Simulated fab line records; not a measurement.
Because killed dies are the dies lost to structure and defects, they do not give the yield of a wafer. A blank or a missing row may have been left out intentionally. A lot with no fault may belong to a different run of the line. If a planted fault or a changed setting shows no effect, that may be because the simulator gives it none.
Shared-tool check | flow nandHarc | Sample size 13 lots and 39 wafers

## WHY IT WAS OPENED
Flagged at NHARC_THIN_TSV_INSPECT_40: reading rawDefectCount, on 2 of 13 lots. Wafers without a fault read 542, standard deviation 88.
Rule: a lot is flagged in two cases, either no wafer of it has a number, or all its wafers with numbers fall more than 4 standard deviations from that mean. As for the other lots, they are considered sound.

lot  | measured     | on               | rawDefectCount, wafer by wafer | flag
L321 | day 24 19:12 | defectInspect-01 | 624 637 607                    | 
L325 | day 25 08:27 | defectInspect-01 | 537 544 500                    | 
L327 | day 26 06:48 | defectInspect-01 | 504 562 444                    | 
L329 | day 27 07:28 | defectInspect-02 | 581 547 484                    | 
L328 | day 27 18:30 | defectInspect-02 | 541 500 414                    | 
L331 | day 28 23:27 | defectInspect-02 | 826 542 596                    | 
L332 | day 28 23:27 | defectInspect-01 | 449 665 562                    | 
L334 | day 29 14:29 | defectInspect-02 | 541 609 804                    | 
L336 | day 30 01:26 | defectInspect-02 | 473 584 685                    | 
L337 | day 31 15:02 | defectInspect-01 | 1748 1727 1599                 | FLAGGED
L339 | day 31 18:15 | defectInspect-02 | 1690 1641 1687                 | FLAGGED
L343 | day 33 09:13 | defectInspect-01 | 624 602 668                    | 
L344 | day 34 03:01 | defectInspect-02 | 631 524 490                    | 
On average the flagged lots' numbers are 1682, which is +1140 against the usual, or +13 standard deviations.

## WHICH TOOL EACH LOT WENT THROUGH
Before the reading, the record contains 3 process steps out of a 1302-step route. Every cell lists first the tool, next ch and the chambers used by the sampled wafers, and last the start.
lot  | flag    | NHARC_THIN_TSV_STRIP_45             | NHARC_THIN_TSV_ANNEAL_52        | NHARC_THIN_TSV_STRIP_57
L321 |         | plasmaAsher-02 ch 0,1, day 24 07:27 | rtpAnneal-01 ch 0, day 24 10:22 | wetBench-10 ch 5,6,7, day 24 13:11
L325 |         | plasmaAsher-01 ch 0,1, day 24 21:33 | rtpAnneal-02 ch 0, day 25 00:26 | wetBench-08 ch 2,3,6, day 25 03:21
L327 |         | plasmaAsher-02 ch 0,1, day 25 21:13 | rtpAnneal-02 ch 0, day 26 00:09 | wetBench-10 ch 1,6,7, day 26 02:49
L329 |         | plasmaAsher-01 ch 0,1, day 26 20:31 | rtpAnneal-02 ch 0, day 26 23:23 | wetBench-10 ch 1,2,4, day 27 02:22
L328 |         | plasmaAsher-01 ch 0,1, day 27 05:41 | rtpAnneal-01 ch 0, day 27 08:36 | wetBench-10 ch 1,5,6, day 27 11:45
L331 |         | plasmaAsher-02 ch 0,1, day 28 09:37 | rtpAnneal-01 ch 0, day 28 12:30 | wetBench-08 ch 2,3,4, day 28 15:26
L332 |         | plasmaAsher-01 ch 0,1, day 28 10:56 | rtpAnneal-02 ch 0, day 28 14:14 | wetBench-08 ch 3,5,6, day 28 16:59
L334 |         | plasmaAsher-02 ch 0,1, day 29 02:52 | rtpAnneal-02 ch 0, day 29 05:43 | wetBench-08 ch 0,4,5, day 29 08:40
L336 |         | plasmaAsher-01 ch 0,1, day 29 14:29 | rtpAnneal-01 ch 0, day 29 17:30 | wetBench-08 ch 1,4,5, day 29 20:25
L337 | FLAGGED | plasmaAsher-02 ch 0, day 31 04:55   | rtpAnneal-02 ch 0, day 31 07:53 | wetBench-08 ch 4,5,7, day 31 10:38
L339 | FLAGGED | plasmaAsher-02 ch 0,1, day 31 07:19 | rtpAnneal-01 ch 0, day 31 10:21 | wetBench-08 ch 4,5,7, day 31 13:17
L343 |         | plasmaAsher-01 ch 0,1, day 32 20:58 | rtpAnneal-01 ch 0, day 32 23:54 | wetBench-10 ch 2,5,6, day 33 02:47
L344 |         | plasmaAsher-01 ch 0,1, day 33 16:01 | rtpAnneal-01 ch 0, day 33 19:12 | wetBench-10 ch 0,4,6, day 33 21:58
What these steps do:
- NHARC_THIN_TSV_STRIP_45: strips in O2.
- NHARC_THIN_TSV_ANNEAL_52: time 90 s.
- NHARC_THIN_TSV_STRIP_57: strips in post etch residue remover, time 1200 s.
- NHARC_THIN_TSV_INSPECT_40

## FLAGGED OVER TOTAL, TOOL BY TOOL (the gauges that took the reading come last)
step                      | tool             | lots run | flagged | share of the flagged lots | sound lots run after its first flagged lot
NHARC_THIN_TSV_STRIP_45   | plasmaAsher-01   | 7        | 0       | none                      | -
NHARC_THIN_TSV_STRIP_45   | plasmaAsher-02   | 6        | 2       | all                       | 0
NHARC_THIN_TSV_ANNEAL_52  | rtpAnneal-01     | 7        | 1       | some                      | 2 (L343,L344)
NHARC_THIN_TSV_ANNEAL_52  | rtpAnneal-02     | 6        | 1       | some                      | 0
NHARC_THIN_TSV_STRIP_57   | wetBench-08      | 7        | 2       | all                       | 0
NHARC_THIN_TSV_STRIP_57   | wetBench-10      | 6        | 0       | none                      | -
NHARC_THIN_TSV_INSPECT_40 | defectInspect-01 | 6        | 1       | some                      | 1 (L343)
NHARC_THIN_TSV_INSPECT_40 | defectInspect-02 | 7        | 1       | some                      | 1 (L344)

## WHAT IS ALLOWED BY THE TABLE
2 rows of the table ran every flagged lot: plasmaAsher-02 at NHARC_THIN_TSV_STRIP_45, wetBench-08 at NHARC_THIN_TSV_STRIP_57.
- plasmaAsher-02 at NHARC_THIN_TSV_STRIP_45: 2 of its 6 lots flagged. A fault beginning between L334 (day 29 02:52), its last sound lot, and L337 (day 31 04:55), its first flagged one, fits the data.
- wetBench-08 at NHARC_THIN_TSV_STRIP_57: 2 of its 7 lots flagged. A fault beginning between L336 (day 29 20:25), its last sound lot, and L337 (day 31 10:38), its first flagged one, fits the data.
A lot count leaves these 2 tools indistinguishable: every one of them fits a fault beginning at some hour. More lots, or a look at what each step does to the wafer, might.

## WHAT THE SIMULATOR HAD INSERTED
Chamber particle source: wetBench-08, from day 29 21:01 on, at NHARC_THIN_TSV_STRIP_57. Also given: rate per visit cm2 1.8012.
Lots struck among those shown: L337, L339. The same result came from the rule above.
